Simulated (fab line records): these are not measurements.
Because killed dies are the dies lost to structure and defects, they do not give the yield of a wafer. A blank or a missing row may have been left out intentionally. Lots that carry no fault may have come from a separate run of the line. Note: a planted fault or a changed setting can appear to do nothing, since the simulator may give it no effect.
fab line records + flow n5_finfet
[record]
- lots = 5
- wafers = 15
- last_day = 18
route steps=1938 shown SD_EPI_P@309
lots that met no fault: from a run of the same line without faults
start_h: the number of hours between the record's first day and the start of the first shown wafer of the lot + wait_h: time in hours since the lot's previous step + " as in the row above + L1.1+2: a row that stands for several wafers + - no value, or no start given + * or withheld: withheld + < > ~ a bound
route shown NAME@n: names a module that has steps shown in the file, with the first one's number in the route + usual: average and standard deviation across the fault-free wafers + same: alike in all rows + chamber/n: place in a boat + sites: the reading at each site + _std_site: their standard deviation + _edge_site: outer sites' mean less inner sites' + radius_mm: how far each site lies from the wafer's centre + mask NAME#n: copy n + behind: the tool/chamber that last shaped the wafer + hold: cause of the lot's hold/its duration in hours/its outcome + device: whichever transistor did not switch (one of n, p or np) + end of line: tests of these same wafers at the route's end + a step with no rows: only its recipe + killed: the dies lost at the first sort to structure and to defects; this is not the yield of the wafer + map: the dies of a wafer, with x for killed, . for not killed, _ for no die there
set.NAME: the setting the step ran with; set.NAME@STEP: the setting that earlier step ran with + model.NAME: the simulator's own value behind a step, which no gauge read
lots at selected steps of the route; one table per step, one row per wafer
services: a tool's chamber out of use, with start hour (start_h, from the record's first day; less than 0 if before it), hours out, and reason
[[steps]]
[step N5_SD_EPI_P_STRIP_38]
[recipe]
- chemistry = N2/H2
- temp_c = 40
- n2_flow_sccm = 200
- h2_flow_sccm = 200
- rf_frequency_hz = 6e+07
| lot.wafer  | tool        | chamber | start_h | wait_h |
|------------|-------------|---------|---------|--------|
| L074.1+4+6 | rie_diel-06 | 0,2,1   | 55.85   | 0.2    |
| L079.2+4+5 | rie_diel-06 | 3,0,0   | 84.18   | 0.2    |
| L080.3+4+5 | rie_diel-05 | 2,1,2   | 89.26   | 0.2    |
| L093.3+4+6 | rie_diel-06 | 1,1,2   | 167.70  | 0.2    |
| L096.1+2+4 | rie_diel-03 | 0,1,3   | 184.73  | 0.2    |
[step N5_SD_EPI_P_ETCHBACK_46]
[recipe]
- chemistry = CH3F/O2
- mode = anisotropic_etchback
- target = SiNx
- target_depth_a = 175
- stop_on = SiO2
- over_etch_frac = 0.3
- ion_energy_ev = 120
- pressure_mtorr = 30
- source_w = 395
- bias_w = 73
- Ar_flow_sccm = 150
- CH3F_flow_sccm = 30
- O2_flow_sccm = 20
[usual]
- drypump_motor_current_A = 5.71/0.29
- oes_product_au = 0.67/0.071
- rf_vpp_V = 297/6.1
- showerhead_plenum_p_Torr = 1.95/0.06
- throttle_valve_pct = 16.34/0.26
| lot.wafer | tool        | chamber | start_h | wait_h | drypump_motor_current_A | oes_product_au | rf_hours_counter_h | rf_vpp_V | showerhead_plenum_p_Torr | throttle_valve_pct |
|-----------|-------------|---------|---------|--------|-------------------------|----------------|--------------------|----------|--------------------------|--------------------|
| L074.1    | rie_diel-06 | 0       | 55.86   | 0.0    | 5.56                    | 0.83           | 2                  | 301      | 1.95                     | 15.92              |
| L074.4    | "           | 2       | "       | "      | 5.33                    | 0.60           | 220                | 299      | 1.91                     | 16.68              |
| L074.6    | "           | 1       | "       | "      | 5.63                    | 0.67           | -                  | 289      | 1.90                     | 16.14              |
| L079.2    | rie_diel-06 | 3       | 84.19   | 0.0    | 5.88                    | 0.67           | 114                | 298      | 1.91                     | 16.15              |
| L079.4    | "           | 0       | "       | "      | 5.57                    | 0.80           | 12                 | 300      | 1.95                     | 15.92              |
| L079.5    | "           | 0       | "       | "      | 5.58                    | 0.80           | -                  | 301      | 1.95                     | 15.92              |
| L080.3    | rie_diel-05 | 2       | 89.27   | 0.0    | 5.31                    | 0.64           | 166                | 295      | 2.02                     | 16.55              |
| L080.4    | "           | 1       | "       | "      | 5.78                    | 0.66           | -                  | 308      | 2.07                     | 16.18              |
| L080.5    | "           | 2       | "       | "      | 5.31                    | 0.64           | -                  | 294      | 2.02                     | 16.54              |
| L093.3    | rie_diel-06 | 1       | 167.71  | 0.0    | 5.66                    | 0.65           | 162                | 288      | 1.89                     | 16.19              |
| L093.4    | "           | 1       | "       | "      | 5.65                    | 0.65           | -                  | 289      | 1.89                     | 16.19              |
| L093.6    | "           | 2       | "       | "      | 5.34                    | 0.58           | -                  | 299      | 1.90                     | 16.73              |
| L096.1    | rie_diel-03 | 0       | 184.74  | 0.0    | 6.42                    | 0.79           | 10                 | 306      | 1.95                     | 16.06              |
| L096.2    | "           | 1       | "       | "      | 6.00                    | 0.66           | 141                | 292      | 1.99                     | 16.30              |
| L096.4    | "           | 3       | "       | "      | 5.71                    | 0.65           | 173                | 300      | 1.91                     | 16.56              |
[step N5_SD_EPI_P_ETCH_47]
[recipe]
- chemistry = CH3F/O2
- target = SiOCN
- target_depth_a = 250
- mask_material = SOC
- ion_energy_ev = 60
- bias_w = 29
- pressure_mtorr = 30
- source_w = 410
- Ar_flow_sccm = 150
- CH3F_flow_sccm = 30
- O2_flow_sccm = 20
[usual]
- drypump_motor_current_A = 5.71/0.28
- oes_product_au = 0.79/0.082
- rf_vpp_V = 127.5/2.5
- showerhead_plenum_p_Torr = 1.95/0.06
- throttle_valve_pct = 16.31/0.26
| lot.wafer | tool        | chamber | start_h | wait_h | drypump_motor_current_A | oes_product_au | rf_hours_counter_h | rf_vpp_V | showerhead_plenum_p_Torr | throttle_valve_pct |
|-----------|-------------|---------|---------|--------|-------------------------|----------------|--------------------|----------|--------------------------|--------------------|
| L074.1    | rie_diel-06 | 0       | 55.96   | 0.1    | 5.58                    | 0.97           | 2                  | 128.7    | 1.95                     | 15.88              |
| L074.4    | "           | 2       | "       | "      | 5.34                    | 0.71           | 220                | 127.6    | 1.91                     | 16.65              |
| L074.6    | "           | 1       | "       | "      | 5.63                    | 0.80           | -                  | 124.5    | 1.90                     | 16.10              |
| L079.2    | rie_diel-06 | 3       | 84.29   | 0.1    | 5.90                    | 0.80           | 114                | 127.2    | 1.91                     | 16.11              |
| L079.4    | "           | 0       | "       | "      | 5.55                    | 0.93           | 12                 | 128.8    | 1.95                     | 15.91              |
| L079.5    | "           | 0       | "       | "      | 5.57                    | 0.93           | -                  | 129.0    | 1.95                     | 15.91              |
| L080.3    | rie_diel-05 | 2       | 89.37   | 0.1    | 5.32                    | 0.72           | 166                | 125.0    | 2.02                     | 16.51              |
| L080.4    | "           | 1       | "       | "      | 5.77                    | 0.78           | -                  | 131.5    | 2.07                     | 16.16              |
| L080.5    | "           | 2       | "       | "      | 5.32                    | 0.72           | -                  | 126.3    | 2.02                     | 16.52              |
| L093.3    | rie_diel-06 | 1       | 167.81  | 0.1    | 5.63                    | 0.76           | 162                | 123.9    | 1.89                     | 16.18              |
| L093.4    | "           | 1       | "       | "      | 5.63                    | 0.75           | -                  | 123.6    | 1.89                     | 16.16              |
| L093.6    | "           | 2       | "       | "      | 5.34                    | 0.70           | -                  | 129.3    | 1.90                     | 16.70              |
| L096.1    | rie_diel-03 | 0       | 184.84  | 0.1    | 6.41                    | 0.93           | 10                 | 129.7    | 1.95                     | 16.05              |
| L096.2    | "           | 1       | "       | "      | 5.95                    | 0.79           | 141                | 125.0    | 1.99                     | 16.27              |
| L096.4    | "           | 3       | "       | "      | 5.70                    | 0.75           | 173                | 127.1    | 1.91                     | 16.52              |
[step N5_SD_EPI_P_ETCH_16]
[recipe]
- chemistry = CHF3/O2
- target = SiO2
- target_depth_a = 50
- mask_material = SOC
- pressure_mtorr = 30
- source_w = 650
- bias_w = 170
- Ar_flow_sccm = 200
- CHF3_flow_sccm = 50
- O2_flow_sccm = 5
- ion_energy_ev = 200
[usual]
- CHF3_flow_sccm = 49.99/0.15
- drypump_motor_current_A = 5.72/0.28
- oes_product_au = 0.79/0.082
- rf_vpp_V = 524/11
- showerhead_plenum_p_Torr = 2.36/0.07
- throttle_valve_pct = 18.90/0.26
| lot.wafer | tool        | chamber | start_h | wait_h | CHF3_flow_sccm | drypump_motor_current_A | oes_product_au | rf_hours_counter_h | rf_vpp_V | showerhead_plenum_p_Torr | throttle_valve_pct |
|-----------|-------------|---------|---------|--------|----------------|-------------------------|----------------|--------------------|----------|--------------------------|--------------------|
| L074.1    | rie_diel-06 | 0       | 56.06   | 0.1    | 49.80          | 5.56                    | 0.98           | 2                  | 529      | 2.36                     | 18.50              |
| L074.4    | "           | 2       | "       | "      | 50.09          | 5.33                    | 0.71           | 220                | 525      | 2.31                     | 19.22              |
| L074.6    | "           | 1       | "       | "      | 50.20          | 5.65                    | 0.78           | -                  | 509      | 2.29                     | 18.67              |
| L079.2    | rie_diel-06 | 3       | 84.39   | 0.1    | 49.95          | 5.90                    | 0.80           | 114                | 526      | 2.31                     | 18.73              |
| L079.4    | "           | 0       | "       | "      | 50.08          | 5.56                    | 0.93           | 12                 | 529      | 2.35                     | 18.53              |
| L079.5    | "           | 0       | "       | "      | 49.95          | 5.54                    | 0.93           | -                  | 530      | 2.35                     | 18.52              |
| L080.3    | rie_diel-05 | 2       | 89.47   | 0.1    | 50.00          | 5.32                    | 0.72           | 166                | 520      | 2.43                     | 19.11              |
| L080.4    | "           | 1       | "       | "      | 50.06          | 5.76                    | 0.78           | -                  | 540      | 2.50                     | 18.72              |
| L080.5    | "           | 2       | "       | "      | 49.88          | 5.32                    | 0.72           | -                  | 520      | 2.44                     | 19.12              |
| L093.3    | rie_diel-06 | 1       | 167.91  | 0.1    | 50.02          | 5.66                    | 0.76           | 162                | 508      | 2.28                     | 18.73              |
| L093.4    | "           | 1       | "       | "      | 50.01          | 5.65                    | 0.77           | -                  | 508      | 2.28                     | 18.75              |
| L093.6    | "           | 2       | "       | "      | 50.24          | 5.35                    | 0.69           | -                  | 525      | 2.30                     | 19.28              |
| L096.1    | rie_diel-03 | 0       | 184.94  | 0.1    | 50.08          | 6.40                    | 0.92           | 10                 | 536      | 2.35                     | 18.66              |
| L096.2    | "           | 1       | "       | "      | 50.21          | 5.94                    | 0.78           | 141                | 511      | 2.40                     | 18.83              |
| L096.4    | "           | 3       | "       | "      | 49.88          | 5.70                    | 0.75           | 173                | 530      | 2.31                     | 19.12              |
[step N5_SD_EPI_P_STRIP_50]
[recipe]
- chemistry = CHF3/O2
- resist = SiARC
- rf_frequency_hz = 6e+07
| lot.wafer  | tool        | chamber | start_h | wait_h |
|------------|-------------|---------|---------|--------|
| L074.1+4+6 | rie_diel-06 | 0,2,1   | 56.10   | 0.0    |
| L079.2+4+5 | rie_diel-06 | 3,0,0   | 84.43   | 0.0    |
| L080.3+4+5 | rie_diel-05 | 2,1,2   | 89.51   | 0.0    |
| L093.3+4+6 | rie_diel-06 | 1,1,2   | 167.95  | 0.0    |
| L096.1+2+4 | rie_diel-03 | 0,1,3   | 184.98  | 0.0    |
[step N5_SD_EPI_P_SD_RECESS_17]
[recipe]
- chemistry = HBr/Cl2/O2
- target_depth_a = 391
- bt_time_s = 3
- pressure_mtorr = 10
- icp_w = 800
- bias_w = 112
- HBr_flow_sccm = 150
- Cl2_flow_sccm = 80
- O2_flow_sccm = 12
[usual]
- drypump_motor_current_A = 5.34/0.26
- oes_product_au = 0.994/0.012
- throttle_valve_pct = 37.2/0.46
| lot.wafer | tool      | chamber | start_h | wait_h | drypump_motor_current_A | oes_product_au | rf_hours_counter_h | throttle_valve_pct |
|-----------|-----------|---------|---------|--------|-------------------------|----------------|--------------------|--------------------|
| L074.1    | rie_si-03 | 3       | 56.13   | 0.0    | 4.95                    | 1.000          | 62                 | 37.0               |
| L074.4    | "         | 2       | "       | "      | 5.26                    | 0.988          | 93                 | 37.3               |
| L074.6    | "         | 2       | "       | "      | 5.25                    | 1.002          | -                  | 37.3               |
| L079.2    | rie_si-05 | 0       | 84.47   | 0.0    | 5.03                    | 0.992          | 168                | 36.9               |
| L079.4    | "         | 3       | "       | "      | 5.70                    | 0.999          | 5                  | 37.3               |
| L079.5    | "         | 2       | "       | "      | 5.44                    | 0.973          | -                  | 37.3               |
| L080.3    | rie_si-01 | 1       | 89.54   | 0.0    | 4.84                    | 0.993          | 84                 | 37.8               |
| L080.4    | "         | 3       | "       | "      | 5.51                    | 1.008          | 193                | 36.8               |
| L080.5    | "         | 3       | "       | "      | 5.52                    | 1.011          | -                  | 36.8               |
| L093.3    | rie_si-05 | 3       | 167.98  | 0.0    | 5.71                    | 0.991          | 7                  | 37.3               |
| L093.4    | "         | 2       | "       | "      | 5.44                    | 0.984          | 140                | 37.3               |
| L093.6    | "         | 3       | "       | "      | 5.74                    | 1.001          | -                  | 37.3               |
| L096.1    | rie_si-01 | 0       | 185.01  | 0.0    | 5.53                    | 1.015          | 102                | 37.3               |
| L096.2    | "         | 1       | "       | "      | 4.83                    | 0.988          | 86                 | 37.8               |
| L096.4    | "         | 2       | "       | "      | 5.31                    | 1.000          | 157                | 38.0               |
[step N5_SD_EPI_P_WET_ETCH_45]
[recipe]
- chemistry = dHF
- dilution = withheld
- time_s = 10.7
- target = SiO2
- target_depth_a = 20
- temp_c = 25
- dry = ipa_marangoni
- rinse_time_s = 30
- rinse_temp_c = 23
[same]
- rinse_time_s = 30
| lot.wafer  | tool         | chamber | start_h | wait_h |
|------------|--------------|---------|---------|--------|
| L074.1+4+6 | wet_bench-03 | 6,7,2   | 56.23   | 0.1    |
| L079.2+4+5 | wet_bench-03 | 3,2,1   | 84.56   | 0.1    |
| L080.3+4+5 | wet_bench-03 | 6,3,0   | 89.63   | 0.1    |
| L093.3+4+6 | wet_bench-01 | 3,0,2   | 168.08  | 0.1    |
| L096.1+2+4 | wet_bench-03 | 2,4,0   | 185.10  | 0.1    |
[step N5_SD_EPI_P_STRIP_40]
[recipe]
- chemistry = N2/H2
- power_w = 1000
- temp_c = 250
- h2_frac = 0.65
- overash_fraction = 0.3
- pressure_mtorr = withheld
- n2_flow_sccm = 1750
- h2_flow_sccm = 3250
[usual]
- drypump_motor_current_A = 5.6/0.32
- heater_power_w = 328/11
- oes_product_au = 0.761/0.011
[same]
- overash_fraction = 0.3
| lot.wafer | tool            | chamber | start_h | wait_h | drypump_motor_current_A | heater_power_w | oes_product_au | rf_hours_counter_h |
|-----------|-----------------|---------|---------|--------|-------------------------|----------------|----------------|--------------------|
| L074.1    | plasma_asher-02 | 0       | 56.27   | 0.0    | 5.3                     | 349            | 0.761          | 33                 |
| L074.4    | "               | 0       | "       | "      | 5.3                     | 338            | 0.752          | -                  |
| L074.6    | "               | 1       | "       | "      | 5.5                     | 320            | 0.791          | -                  |
| L079.2    | plasma_asher-01 | 0       | 84.61   | 0.0    | 6.1                     | 333            | 0.762          | 90                 |
| L079.4    | "               | 1       | "       | "      | 5.6                     | 320            | 0.735          | -                  |
| L079.5    | "               | 0       | "       | "      | 6.2                     | 322            | 0.766          | -                  |
| L080.3    | plasma_asher-02 | 0       | 89.70   | 0.0    | 5.3                     | 346            | 0.766          | -                  |
| L080.4    | "               | 1       | "       | "      | 5.5                     | 308            | 0.756          | -                  |
| L080.5    | "               | 0       | "       | "      | 5.3                     | 343            | 0.754          | -                  |
| L093.3    | plasma_asher-01 | 1       | 168.15  | 0.0    | 5.7                     | 319            | 0.750          | -                  |
| L093.4    | "               | 0       | "       | "      | 6.2                     | 337            | 0.767          | -                  |
| L093.6    | "               | 1       | "       | "      | 5.7                     | 316            | 0.771          | -                  |
| L096.1    | plasma_asher-02 | 1       | 185.44  | 0.3    | 5.5                     | 316            | 0.775          | 56                 |
| L096.2    | "               | 0       | "       | "      | 5.3                     | 345            | 0.774          | 56                 |
| L096.4    | "               | 1       | "       | "      | 5.5                     | 327            | 0.761          | -                  |
[step N5_SD_EPI_P_PRECLEAN_52]
[recipe]
- chemistry = O3/DIW
- time_s = 60
- temp_c = 22
- o3_ppm = 10
| lot.wafer  | tool         | chamber | start_h | wait_h |
|------------|--------------|---------|---------|--------|
| L074.1+4+6 | wet_bench-01 | 1,7,2   | 56.36   | -      |
| L079.2+4+5 | wet_bench-06 | 0,5,2   | 84.70   | -      |
| L080.3+4+5 | wet_bench-06 | 1,2,6   | 89.77   | -      |
| L093.3+4+6 | wet_bench-03 | 4,2,7   | 168.21  | -      |
| L096.1+2+4 | wet_bench-06 | 7,0,1   | 185.52  | -      |
[step N5_SD_EPI_P_SRD_20]
[recipe]
- dry = ipa_marangoni
- do_ppb = 5
- time_s = 30
- temp_c = 23
- rinse_liquid = diw
| lot.wafer  | tool         | chamber | start_h | wait_h |
|------------|--------------|---------|---------|--------|
| L074.1+4+6 | wet_bench-01 | 1,7,2   | 56.38   | 0.0    |
| L079.2+4+5 | wet_bench-06 | 0,5,2   | 84.72   | 0.0    |
| L080.3+4+5 | wet_bench-06 | 1,2,6   | 89.79   | 0.0    |
| L093.3+4+6 | wet_bench-03 | 4,2,7   | 168.23  | 0.0    |
| L096.1+2+4 | wet_bench-06 | 7,0,1   | 185.54  | 0.0    |
[step N5_SD_EPI_P_PRECLEAN_51]
[recipe]
- chemistry = NF3:NH3
- afs_cycles = 1
- temp_c = 30
- time_s = 20
- sublimation_temp_c = 180
- sublimation_time_s = 60
- pressure_torr = 3
- rf_power_w = 30
[same]
- afs_cycles = 1
| lot.wafer  | tool         | chamber | start_h | wait_h |
|------------|--------------|---------|---------|--------|
| L074.1+4+6 | epi_rpcvd-03 | 0       | 56.43   | 0.0    |
| L079.2+4+5 | epi_rpcvd-03 | 0       | 84.80   | 0.1    |
| L080.3+4+5 | epi_rpcvd-03 | 0       | 89.90   | 0.1    |
| L093.3+4+6 | epi_rpcvd-03 | 0       | 168.34  | 0.1    |
| L096.1+2+4 | epi_rpcvd-02 | 0       | 185.59  | 0.0    |
[step N5_SD_EPI_P_VAPOR_ETCH_44]
[recipe]
- chemistry = NF3/Ar
- target = SiGe30
- temp_c = 25
- time_s = 3.3
- mode = isotropic
| lot.wafer  | tool         | chamber | start_h | wait_h |
|------------|--------------|---------|---------|--------|
| L074.1+4+6 | epi_rpcvd-03 | 0       | 56.61   | 0.1    |
| L079.2+4+5 | epi_rpcvd-03 | 0       | 84.98   | 0.1    |
| L080.3+4+5 | epi_rpcvd-03 | 0       | 90.08   | 0.1    |
| L093.3+4+6 | epi_rpcvd-03 | 0       | 168.52  | 0.1    |
| L096.1+2+4 | epi_rpcvd-02 | 0       | 185.83  | 0.2    |
[step N5_SD_EPI_P_EPI_21]
[recipe]
- material = SiGe:B
- dopant = B
- temp_c = 550
- pressure_torr = 20
- ambient = H2
- time_s = 355
| lot.wafer  | tool         | chamber | start_h | wait_h |
|------------|--------------|---------|---------|--------|
| L074.1+4+6 | epi_rpcvd-03 | 0       | 56.79   | 0.1    |
| L079.2+4+5 | epi_rpcvd-03 | 0       | 85.49   | 0.5    |
| L080.3+4+5 | epi_rpcvd-03 | 0       | 90.92   | 0.8    |
| L093.3+4+6 | epi_rpcvd-03 | 0       | 169.36  | 0.8    |
| L096.1+2+4 | epi_rpcvd-02 | 0       | 186.07  | 0.2    |
[step N5_SD_EPI_P_EPI_MEAS_23]
[recipe]
- mode = xrd
[usual]
- thk_nm = 61.1/1.3
| lot.wafer | tool          | chamber | start_h | wait_h | thk_nm |
|-----------|---------------|---------|---------|--------|--------|
| L074.1    | film_metro-01 | -       | 58.99   | 1.8    | 60.2   |
| L074.4    | "             | -       | "       | "      | 62.0   |
| L074.6    | "             | -       | "       | "      | 63.3   |
| L079.2    | film_metro-02 | -       | 87.32   | 1.5    | 61.3   |
| L079.4    | "             | -       | "       | "      | 61.1   |
| L079.5    | "             | -       | "       | "      | 60.2   |
| L080.3    | film_metro-02 | -       | 92.40   | 1.1    | 62.6   |
| L080.4    | "             | -       | "       | "      | 61.1   |
| L080.5    | "             | -       | "       | "      | 61.5   |
| L093.3    | film_metro-02 | -       | 170.84  | 1.1    | 62.3   |
| L093.4    | "             | -       | "       | "      | 60.9   |
| L093.6    | "             | -       | "       | "      | 61.3   |
| L096.1    | film_metro-02 | -       | 188.99  | 2.4    | 61.9   |
| L096.2    | "             | -       | "       | "      | 63.9   |
| L096.4    | "             | -       | "       | "      | 60.7   |
[step N5_SD_EPI_P_HM_STRIP_48]
[recipe]
- chemistry = H3PO4
- temp_c = 160
- material = SiNx
- target = SiNx
- target_depth_a = 30
- overetch_fraction = 0.3
| lot.wafer  | tool         | chamber | start_h | wait_h |
|------------|--------------|---------|---------|--------|
| L074.1+4+6 | wet_bench-01 | 1,4,2   | 59.02   | 0.0    |
| L079.2+4+5 | wet_bench-01 | 5,0,7   | 87.36   | 0.0    |
| L080.3+4+5 | wet_bench-01 | 4,6,1   | 92.43   | 0.0    |
| L093.3+4+6 | wet_bench-06 | 6,1,3   | 170.87  | 0.0    |
| L096.1+2+4 | wet_bench-01 | 3,2,1   | 189.03  | 0.0    |
[step N5_SD_EPI_P_SRD_49]
[recipe]
- dry = ipa_marangoni
- time_s = 30
- temp_c = 23
- rinse_liquid = diw
| lot.wafer  | tool         | chamber | start_h | wait_h |
|------------|--------------|---------|---------|--------|
| L074.1+4+6 | wet_bench-01 | 1,4,2   | 59.07   | 0.0    |
| L079.2+4+5 | wet_bench-01 | 5,0,7   | 87.41   | 0.0    |
| L080.3+4+5 | wet_bench-01 | 4,6,1   | 92.48   | 0.0    |
| L093.3+4+6 | wet_bench-06 | 6,1,3   | 170.93  | 0.0    |
| L096.1+2+4 | wet_bench-01 | 3,2,1   | 189.08  | 0.0    |
[step N5_SD_EPI_P_PRECLEAN_24]
[recipe]
- chemistry = O3/DIW
- time_s = 45
- temp_c = 22
- o3_ppm = 10
| lot.wafer  | tool         | chamber | start_h | wait_h |
|------------|--------------|---------|---------|--------|
| L074.1+4+6 | wet_bench-01 | 1,4,2   | 59.09   | 0.0    |
| L079.2+4+5 | wet_bench-01 | 5,0,7   | 87.43   | 0.0    |
| L080.3+4+5 | wet_bench-01 | 4,6,1   | 92.50   | 0.0    |
| L093.3+4+6 | wet_bench-06 | 6,1,3   | 170.95  | 0.0    |
| L096.1+2+4 | wet_bench-01 | 3,2,1   | 189.10  | 0.0    |
[step N5_SD_EPI_P_PRECLEAN_32]
[recipe]
- chemistry = dHF
- time_s = 10
- dilution = 500:1
- temp_c = 25
| lot.wafer  | tool         | chamber | start_h | wait_h |
|------------|--------------|---------|---------|--------|
| L074.1+4+6 | wet_bench-01 | 1,4,2   | 59.11   | 0.0    |
| L079.2+4+5 | wet_bench-01 | 5,0,7   | 87.45   | 0.0    |
| L080.3+4+5 | wet_bench-01 | 4,6,1   | 92.52   | 0.0    |
| L093.3+4+6 | wet_bench-06 | 6,1,3   | 170.96  | 0.0    |
| L096.1+2+4 | wet_bench-01 | 3,2,1   | 189.11  | 0.0    |
[step N5_SD_EPI_P_PRECLEAN_33]
[recipe]
- chemistry = SC2
- time_s = 45
- temp_c = 35
- mix = 1:1:50
| lot.wafer  | tool         | chamber | start_h | wait_h |
|------------|--------------|---------|---------|--------|
| L074.1+4+6 | wet_bench-01 | 1,4,2   | 59.11   | 0.0    |
| L079.2+4+5 | wet_bench-01 | 5,0,7   | 87.45   | 0.0    |
| L080.3+4+5 | wet_bench-01 | 4,6,1   | 92.52   | 0.0    |
| L093.3+4+6 | wet_bench-06 | 6,1,3   | 170.97  | 0.0    |
| L096.1+2+4 | wet_bench-01 | 3,2,1   | 189.11  | 0.0    |
[step N5_SD_EPI_P_SRD_25]
[recipe]
- time_s = 30
- temp_c = 23
- rinse_liquid = diw
- dry = ipa_marangoni
| lot.wafer  | tool         | chamber | start_h | wait_h |
|------------|--------------|---------|---------|--------|
| L074.1+4+6 | wet_bench-01 | 1,4,2   | 59.12   | 0.0    |
| L079.2+4+5 | wet_bench-01 | 5,0,7   | 87.46   | 0.0    |
| L080.3+4+5 | wet_bench-01 | 4,6,1   | 92.53   | 0.0    |
| L093.3+4+6 | wet_bench-06 | 6,1,3   | 170.98  | 0.0    |
| L096.1+2+4 | wet_bench-01 | 3,2,1   | 189.12  | 0.0    |
[step N5_SD_EPI_P_INSPECT_26]
[recipe]
- inspect_instrument = darkfield
- mode = post_epi
[usual]
- raw_defect_count = 173/39
| lot.wafer | tool              | chamber | start_h | wait_h | raw_defect_count |
|-----------|-------------------|---------|---------|--------|------------------|
| L074.1    | defect_inspect-01 | -       | 59.16   | 0.0    | 235              |
| L074.4    | "                 | -       | "       | "      | 201              |
| L074.6    | "                 | -       | "       | "      | 135              |
| L079.2    | defect_inspect-01 | -       | 87.51   | 0.0    | 104              |
| L079.4    | "                 | -       | "       | "      | 69               |
| L079.5    | "                 | -       | "       | "      | 108              |
| L080.3    | defect_inspect-01 | -       | 92.57   | 0.0    | 202              |
| L080.4    | "                 | -       | "       | "      | 230              |
| L080.5    | "                 | -       | "       | "      | 238              |
| L093.3    | defect_inspect-02 | -       | 171.02  | 0.0    | 167              |
| L093.4    | "                 | -       | "       | "      | 130              |
| L093.6    | "                 | -       | "       | "      | 181              |
| L096.1    | defect_inspect-01 | -       | 189.16  | 0.0    | 177              |
| L096.2    | "                 | -       | "       | "      | 290              |
| L096.4    | "                 | -       | "       | "      | 180              |
[[services]]
| tool            | chamber | start_h | hours | kind                          |
|-----------------|---------|---------|-------|-------------------------------|
| rie_diel-06     | 2       | 42.27   | 12.2  | repair                        |
| rie_si-05       | 2       | 47.64   | 4.9   | repair                        |
| epi_rpcvd-02    | -       | 47.74   | 1.7   | repair                        |
| rie_si-01       | 2       | 52.77   | 12.3  | repair                        |
| rie_si-03       | 0       | 62.68   | 2.8   | repair                        |
| plasma_asher-02 | -       | 64.01   | 2.1   | repair                        |
| rie_diel-05     | 2       | 75.18   | 5.8   | repair                        |
| rie_diel-05     | 0       | 87.02   | 11.6  | repair                        |
| rie_diel-06     | -       | 90.88   | 0.7   | repair                        |
| epi_rpcvd-02    | -       | 105.14  | 0.7   | repair                        |
| wet_bench-06    | -       | 114.05  | 3.1   | repair                        |
| rie_si-01       | -       | 117.01  | 2.8   | pm                            |
| plasma_asher-02 | -       | 146.34  | 14.6  | repair                        |
| rie_diel-03     | 1       | 154.43  | 5.8   | repair                        |
| rie_diel-06     | 3       | 165.87  | 11.5  | repair                        |
| epi_rpcvd-03    | -       | 165.99  | 0.5   | pm                            |
| epi_rpcvd-02    | -       | 169.58  | 2.8   | pm                            |
| plasma_asher-01 | -       | 182.05  | 4.8   | repair                        |
| rie_diel-06     | 2       | 182.28  | 6.3   | repair                        |
| rie_diel-06     | 2       | 188.79  | -     | clean                         |
| rie_diel-06     | 2       | 188.79  | -     | consumable_replace:focus_ring |
| rie_diel-06     | 2       | 188.79  | -     | consumable_replace:showerhead |
| rie_diel-06     | 2       | 188.79  | 20.9  | scheduled_down                |
| rie_diel-06     | 2       | 188.79  | 20.9  | vent_cycle                    |
[[key]]
fault none
